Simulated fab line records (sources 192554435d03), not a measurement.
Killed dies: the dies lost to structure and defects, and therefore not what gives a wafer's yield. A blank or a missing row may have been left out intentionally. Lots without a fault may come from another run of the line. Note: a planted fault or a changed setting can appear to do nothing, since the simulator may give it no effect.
A lot that was struck, set against a sound lot + flow n5 finfet + 16 steps out of a route of 1938
Sound: wafers L739.1, L739.2, L739.6. Struck: wafer L750.5 (left out: L750.4, L750.6 of the same lot, which were not struck); the cause appears at the end.
For every step that has rows: the tool of each side, followed by ch and its chambers, followed by its first start. Under that, the readings that differ: sound wafers + struck wafers + difference of the means + sigmas: that difference in standard deviations of wafers without a fault.
alike: same words and numbers on both sides, and readings whose means sit less than 2 such deviations apart. not compared: any withheld reading, any reading some wafer has no value for, any bound like >300 that may hide the same value, and any number with overlapping values for which the record gives no deviation.
A row with sigmas, a row that says differs or no value, or rows on one side alone: a step with any of these is where the two part. Numbers that have no deviation but don't overlap get no sigmas and don't part them. A reading that every wafer of one side lacks parts them only if that side has two wafers or more.

N5_HKMG_FIN_STRIP_60: strips in N2/H2, time 360 s.
  sound on plasma asher-02 ch 0,1, day 4 11:55; struck on plasma asher-02 ch 1, day 7 02:37
  alike: drypump motor current A, heater power w
  not compared: rf hours counter h
then, 2 steps without rows for these wafers: N5_HKMG_FIN_WET_ETCH_77 (etches La2O3 in dHCl, stops on HfO2, target depth 2 nm); N5_HKMG_FIN_WET_ETCH_78 (etches Al2O3 in dNH4OH, stops on La2O3, target depth 4.5 nm, rinse time 30 s).
N5_HKMG_FIN_ALD_79: deposits TiN, target thk 1.5 nm, pulse time 1 s, purge time 3 s.
  sound on ald metal-02 ch 1,2,3, day 4 12:24; struck on ald metal-04 ch 2, day 7 02:59
| reading                    | sound             | struck | difference | sigmas |
|----------------------------|-------------------|--------|------------|--------|
| heater power w (W)         | 798 882 884       | 1019   | +164       | +3     |
| precursor pulse height rel | 1.013 0.990 1.010 | 1.040  | +0.036     | +2     |
  alike: heater power outer w
  not compared: ald cycles
N5_HKMG_FIN_CVD_62: deposits a-Si from Si2H6, target thk 3 nm, time 20.8 s.
  sound on thermal cvd si-02 ch 0,1,2, day 4 12:46; struck on thermal cvd si-02 ch 2, day 7 03:24
  alike: heater power outer w, heater power w
then, 5 steps without rows for these wafers: N5_HKMG_FIN_RTA_80 (time 2 s); N5_HKMG_FIN_PRECLEAN_64 (cleans in dHF, time 30 s); N5_HKMG_FIN_WET_ETCH_65 (etches a-Si in TMAH, stops on TiN, time 49 s, target depth 3 nm); N5_HKMG_FIN_WET_ETCH_81 (etches TiN in SC1, stops on HfO2, time 57 s, target depth 6 nm); N5_HKMG_FIN_WET_ETCH_82 (etches La2O3 in dHCl, stops on HfO2, target depth 2 nm, rinse time 30 s).
N5_HKMG_FIN_ALD_36: deposits TiN, target thk 1 nm, pulse time 1 s, purge time 3 s.
  sound on ald metal-02 ch 1,2,3, day 4 13:10; struck on ald metal-01 ch 0, day 7 03:46
| reading                  | sound       | struck | difference | sigmas |
|--------------------------|-------------|--------|------------|--------|
| heater power outer w (W) | 585 463 483 | 636    | +126       | +2     |
  alike: heater power w, precursor pulse height rel
  not compared: ald cycles
N5_HKMG_FIN_THK_MEAS_70: measures by xrf.
  struck on film metro-02, day 7 04:03; sound on film metro-02, day 4 13:26
  alike: HK_THK
N5_HKMG_FIN_PWFM_ALD_03: deposits TiN, target thk 2 nm, pulse time 1 s, purge time 3 s.
  sound on ald metal-04 ch 1,3, day 4 13:29; struck on ald metal-04 ch 0, day 7 04:05
| reading    | sound    | struck | difference | sigmas |
|------------|----------|--------|------------|--------|
| ald cycles | 91 91 91 | 83     | -8         |        |
  alike: heater power outer w, heater power w, precursor pulse height rel
then, 1 step without rows for these wafers: N5_HKMG_FIN_COAT_29 (time 60 s, resist thk 300 nm).
-- a jump in the record: the struck wafers' starts before and after are 4 days apart (it breaks off in module HKMG_FIN and resumes in module BEOL_M4, where the first step shown is number 1111 of the route) --
N5_BEOL_M4_RC_MEAS_101:
  sound on prober-01 ch 0, day 8 15:06; struck on prober-02 ch 0, day 11 11:31
| reading        | sound          | struck | difference | sigmas |
|----------------|----------------|--------|------------|--------|
| IOFF_N (nA/um) | 0.17 0.19 0.19 | 0.11   | -0.07      | -2     |
| IOFF_P (nA/um) | 0.23 0.24 0.24 | 0.13   | -0.11      | -3     |
| ION_P (uA/um)  | 466 467 472    | 444    | -24        | -3     |
| VT_P (mV)      | -246 -248 -247 | -260   | -13        | -4     |
  alike: DIBL_N, DIBL_P, ION_N, SS_N, SS_P, VT_N
-- here the record skips 4 days between the struck wafers' starts before and after, leaving off in module BEOL_M4 and picking up in module PASSIVATION (first step shown: number 1936 of the route) --
N5_PASSIVATION_PROBE_49:
  struck on prober-01, day 15 15:46; sound on prober-02, day 13 01:34
| reading            | sound    | struck | difference | sigmas |
|--------------------|----------|--------|------------|--------|
| killed_at_M0_to_M3 | 39 37 43 | 20     | -20        | -2     |
  alike: defect limited yield, killed_at_M4_up, killed at contacts, killed at front end, killed at other, killed dies, killed open, killed short, sort_bin_4_leakage, sort_bin_5_function, sort_bin_6_memory, sort n pass, sort yield pct

## WHERE THEY PART
Earliest at N5_HKMG_FIN_ALD_79; latest, in this record, at N5_PASSIVATION_PROBE_49.

WHY: what the simulator had put in
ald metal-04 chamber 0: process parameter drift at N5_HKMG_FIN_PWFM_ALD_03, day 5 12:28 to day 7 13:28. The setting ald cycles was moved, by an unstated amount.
